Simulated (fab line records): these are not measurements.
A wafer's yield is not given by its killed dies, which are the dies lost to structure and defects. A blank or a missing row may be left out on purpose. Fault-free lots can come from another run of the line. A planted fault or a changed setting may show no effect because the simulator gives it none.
Split-lot trial -- flow n5-finfet -- 21 wafers read from 7 lots, route of 1938 steps

ON THE SPLIT
At N5_PASSIVATION_PECVD_53 (deposits SiO2 from TEOS/O2, target thk 800 nm, time 169.4 s), the setting temp-c was moved away from the recipe's 400 C on 6 of the 21 wafers read, by -2.0% to +3.3%. This setting was run at the recipe's value on the other wafers.

Reading taken at the split's own step.

THE READING
SiO2_of_PASSIVATION_PECVD_53.thk-nm (the simulator's own value, which no gauge read), in nm, at N5_PASSIVATION_PECVD_53 (deposits SiO2 from TEOS/O2, target thk 800 nm, time 169.4 s). No usual value for it is given in the file. The 15 wafers here that ran the recipe average 795.7 nm, standard deviation 7.7 nm.

wafer,"tool, chamber at the split","temp-c as run, C",against the recipe,"SiO2_of_PASSIVATION_PECVD_53.thk-nm, nm",against lot-mates on the recipe
L075.1,"pecvd-04, 1",400,recipe,789,-
L075.2,"pecvd-04, 2",400,recipe,797.8,-
L075.5,"pecvd-04, 1",400,recipe,803.2,-
L080.1,"pecvd-01, 1",400,recipe,785.8,-
L080.3,"pecvd-01, 2",400,recipe,792.2,-
L080.4,"pecvd-01, 1",400,recipe,796,-
L086.2,"pecvd-03, 2",413.4,+3.3%,700,-93.0
L086.3,"pecvd-03, 1",400,recipe,793,-
L086.4,"pecvd-03, 2",413.4,+3.3%,718.4,-74.6
L087.1,"pecvd-03, 1",400,recipe,792,-
L087.3,"pecvd-03, 0",400,recipe,798.4,-
L087.5,"pecvd-03, 0",394.8,-1.3%,828.2,+33.0
L093.1,"pecvd-04, 0",392,-2.0%,825.2,+20.2
L093.4,"pecvd-04, 2",400,recipe,808,-
L093.6,"pecvd-04, 0",400,recipe,802,-
L095.1,"pecvd-03, 0",400,recipe,793.6,-
L095.4,"pecvd-03, 2",400,recipe,777.8,-
L095.6,"pecvd-03, 1",400,recipe,800.2,-
L097.1,"pecvd-03, 1",392.1,-2.0%,822.6,+16.2
L097.4,"pecvd-03, 2",392.1,-2.0%,835,+28.6
L097.5,"pecvd-03, 1",400,recipe,806.4,-

THE FIT
A straight line over all 21 wafers: SiO2_of_PASSIVATION_PECVD_53.thk-nm changes by -22.6 nm for each +1% of temp-c; r = -0.96; the points scatter about the line by 9.6 nm.
The same after taking each lot's own level away (the mean of its wafers on the recipe; 21 wafers): -20.5 nm for each +1%; r = -0.94; scatter 10 nm.
Per that fit: largest temp-c move, reading shift of 69 nm.
Measured against the standard deviation above, the lots' own levels, which go from 790.53 to 806.40 nm, span 2.1 times it.
Hence the slope depends on the lot-to-lot level, as the two fits are not the same.
Check: for one of the wafers moved furthest among these (+3.3%), held out of the fit, the line's prediction against its lot-mates is -60.6 nm. Against them it came out at -93 nm.

ADDITIONAL SPLITS CARRIED BY THESE WAFERS
Note: prior to the reading, these wafers also went through further splits. Each is held against what the fit with the lots' levels taken away leaves over:
other split on the same wafers,wafers away from the commonest value,r with SiO2_of_PASSIVATION_PECVD_53.thk-nm (lot level and that fit taken away)
N5_BEOL_M8_COAT_22 spin-rpm,8,-0.04
N5_BEOL_M9_ETCH_66 time-s,10,-0.12
N5_BEOL_M10_PEB_26 peb-time-s,10,+0.19
N5_BEOL_M10_TRENCH_ETCH_37 source-w,7,-0.02
N5_BEOL_M11_VIA_ETCH_34 time-s,5,-0.02
N5_BEOL_M11_ETCH_41 time-s,8,+0.00
N5_BEOL_M13_EXPOSE_25 dose-mj,8,-0.05
N5_BEOL_M13_DESCUM_33 time-s,9,-0.02
N5_BEOL_M14_SPUTTER_44 power-w,9,+0.23
N5_BEOL_M15_TRENCH_ETCH_34 bias-w,8,-0.04
N5_MIM_TOP_LITHO_DEVELOP_07 develop-time-s,7,-0.41

THE FILE'S OWN FIT
SiO2_of_PASSIVATION_PECVD_53.thk-nm changes by -19.6 nm for each +1% of temp-c, r = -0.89.
